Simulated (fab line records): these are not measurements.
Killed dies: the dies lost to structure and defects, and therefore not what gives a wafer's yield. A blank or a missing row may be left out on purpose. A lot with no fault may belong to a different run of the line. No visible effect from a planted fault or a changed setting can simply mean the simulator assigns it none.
Which of the tools did it? | flow n5 finfet | 35 wafers from 13 lots sampled at 4 of the route's 1938 steps

== WHAT EACH GAUGE READ, for each wafer ==
N5_BEOL_M9_CD_MEAS_28: the cd target is 70 nm.
lot  | measured     | on        | cd nm (nm)
L310 | day 10 02:17 | cd sem-01 | 70.23 70.06 70.37
L313 | day 10 05:19 | cd sem-01 | 69.75 69.92 70.39
L311 | day 10 05:34 | cd sem-02 | 69.66 69.63 69.96
L312 | day 10 11:35 | cd sem-03 | 69.87 69.56 69.86
L315 | day 10 22:08 | cd sem-02 | 69.74 70.18 69.76
L314 | day 11 00:31 | cd sem-03 | 70.25 69.72 69.61
L316 | day 11 09:35 | cd sem-01 | 70.11 69.64 69.91
L317 | day 11 17:11 | cd sem-01 | 70.01 69.98 69.84
L319 | day 12 12:47 | cd sem-01 | 69.69 69.95
L321 | day 13 01:05 | cd sem-03 | 69.79 69.83 69.97
L332 | day 15 13:14 | cd sem-01 | 69.67 69.92
L333 | day 15 14:50 | cd sem-03 | 69.68 69.43
L327 | day 16 04:19 | cd sem-02 | 69.64 70.10

N5_BEOL_M9_INSPECT_58: inspects for defects (darkfield).
lot  | measured     | on                | raw defect count
L310 | day 10 05:19 | defect inspect-01 | 72 96 113
L313 | day 10 08:46 | defect inspect-01 | 86 72 71
L311 | day 10 09:08 | defect inspect-02 | 89 99 72
L312 | day 10 15:07 | defect inspect-01 | 51 50 76
L315 | day 11 01:29 | defect inspect-02 | 85 86 91
L314 | day 11 03:41 | defect inspect-01 | 72 65 52
L316 | day 11 13:58 | defect inspect-01 | 65 55 77
L317 | day 11 20:07 | defect inspect-02 | 88 57 93
L319 | day 12 17:29 | defect inspect-02 | 105 70
L321 | day 13 04:17 | defect inspect-02 | 97 62 35
L332 | day 15 16:22 | defect inspect-01 | 58 40
L333 | day 15 17:44 | defect inspect-01 | 82 34
L327 | day 16 09:08 | defect inspect-02 | 69 40

== TOOL THAT RAN EACH LOT (tool first, then ch and the chambers of the sampled wafers, then the start) ==
lot  | N5_BEOL_M9_CMP_52             | N5_BEOL_M9_DEP_56
L310 | cmp-04 ch 0,2,3, day 10 04:52 | pecvd-02 ch 1,2, day 10 05:13
L313 | cmp-03 ch 1,3, day 10 08:22   | pecvd-03 ch 0,1, day 10 08:41
L311 | cmp-04 ch 0,1,3, day 10 08:43 | pecvd-04 ch 1,2, day 10 09:01
L312 | cmp-03 ch 0,1,3, day 10 14:39 | pecvd-02 ch 0,1, day 10 15:01
L315 | cmp-02 ch 1,2,3, day 11 01:01 | pecvd-02 ch 0,1,2, day 11 01:23
L314 | cmp-04 ch 1,2, day 11 03:13   | pecvd-04 ch 0,1,2, day 11 03:35
L316 | cmp-03 ch 0,3, day 11 13:30   | pecvd-02 ch 0,1, day 11 13:52
L317 | cmp-03 ch 1,2,3, day 11 19:39 | pecvd-03 ch 0,1,2, day 11 20:01
L319 | cmp-04 ch 0, day 12 17:02     | pecvd-04 ch 1,2, day 12 17:25
L321 | cmp-03 ch 0,1,3, day 13 03:49 | pecvd-04 ch 0,2, day 13 04:11
L332 | cmp-03 ch 1,3, day 15 15:56   | pecvd-03 ch 1, day 15 16:15
L333 | cmp-03 ch 0,1, day 15 17:19   | pecvd-02 ch 1, day 15 17:38
L327 | cmp-03 ch 0,2, day 16 08:48   | pecvd-02 ch 1,2, day 16 09:02
- N5_BEOL_M9_CMP_52: polishes, stops on SiCOH lowk, t overpolish 7 s, target thk 140 nm.
- N5_BEOL_M9_DEP_56: deposits SiCN from 3MS/NH3, target thk 15 nm, time 26.5 s.

== AS READ BY THE TOOLS THEMSELVES (means over the sampled wafers that have a number; for cases with no such wafer, the mark the record gives instead) ==
N5_BEOL_M9_CMP_52.
lot  | tool   | barrier field endpoint s (s) | motor current A (A) | overpolish run s (s) | platen rpm (rpm) | time to endpoint s (s)
L310 | cmp-04 | 29.2                         | 6.5                 | 7.002                | 50.01            | 63
L313 | cmp-03 | 29.1                         | 6.0                 | 6.998                | 50.00            | 62
L311 | cmp-04 | 28.8                         | 6.2                 | 7.001                | 50.00            | 67
L312 | cmp-03 | 29.9                         | 6.1                 | 7.005                | 50.01            | 67
L315 | cmp-02 | 28.9                         | 6.3                 | 7.006                | 50.03            | 66
L314 | cmp-04 | 29.1                         | 6.7                 | 7.002                | 50.02            | 63
L316 | cmp-03 | 29.1                         | 5.6                 | 7.009                | 50.00            | 65
L317 | cmp-03 | 27.6                         | 6.0                 | 7.003                | 50.01            | 66
L319 | cmp-04 | 29.2                         | 6.7                 | 6.989                | 50.00            | 68
L321 | cmp-03 | 28.1                         | 5.8                 | 7.003                | 49.99            | 66
L332 | cmp-03 | 22.2                         | 6.2                 | 6.993                | 49.99            | 48
L333 | cmp-03 | 22.5                         | 6.0                 | 7.004                | 50.02            | 50
L327 | cmp-03 | 22.8                         | 6.0                 | 6.998                | 50.00            | 56

N5_BEOL_M9_DEP_56.
lot  | tool     | showerhead plenum p Torr (Torr) | throttle valve pct (%)
L310 | pecvd-02 | 3.672                           | 9.7
L313 | pecvd-03 | 3.657                           | 9.4
L311 | pecvd-04 | 3.656                           | 8.6
L312 | pecvd-02 | 3.676                           | 8.9
L315 | pecvd-02 | 3.669                           | 9.3
L314 | pecvd-04 | 3.664                           | 8.8
L316 | pecvd-02 | 3.677                           | 9.2
L317 | pecvd-03 | 3.664                           | 8.8
L319 | pecvd-04 | 3.670                           | 8.7
L321 | pecvd-04 | 3.658                           | 8.9
L332 | pecvd-03 | 3.668                           | 9.4
L333 | pecvd-02 | 3.678                           | 9.9
L327 | pecvd-02 | 3.662                           | 9.9

== THE ANSWER, worked out from the rows above alone ==
Rule: the lots themselves supply what counts as usual. The widest of any qualifying gaps counts: lots, ordered by their means at a reading, are off when they make up no more than a third of the lots, leave a main group of 4 or more, and stand apart from it by 3 or more times the standard deviation of that group's means. A main group is skipped when, at the precision printed for the reading in the tables above, its means are all equal. A lot without any number at a reading at which 4 lots or more have one is off too. Where the step has rows for the other lots, those lots are counted as sound. Order of review: gauges by route order, followed by the tools' own readings, for which a lot's mean as printed above is used. At the first step where some lot is off, the reading lying furthest off is the one used; lots without a number count as furthest.
Off, at N5_BEOL_M9_CMP_52 on barrier field endpoint s: L332, L333, L327. For the main group the mean is 28.9 s and the standard deviation 0.6.
A tool fits if, at that step or a process step before it, it ran every lot that is off, and no sound lot after the first of them. One fits: cmp-03 at N5_BEOL_M9_CMP_52. A fault onset in the window from L321 (day 13 03:49, its last sound lot) to L332 (day 15 15:56, its first lot off) fits.
The tool's own readings at N5_BEOL_M9_CMP_52 bear it out: on the lots that are off they differ by more than 5 times the standard deviation of the sound lots' means. barrier field endpoint s reads 22.5 s there against 28.9 s on the sound lots; time to endpoint s reads 51 s there against 65 s on the sound lots.

== WHAT THE SIMULATOR PUT IN ==
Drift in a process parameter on cmp-03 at N5_BEOL_M9_CMP_52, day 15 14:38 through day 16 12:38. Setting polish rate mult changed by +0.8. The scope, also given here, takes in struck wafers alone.
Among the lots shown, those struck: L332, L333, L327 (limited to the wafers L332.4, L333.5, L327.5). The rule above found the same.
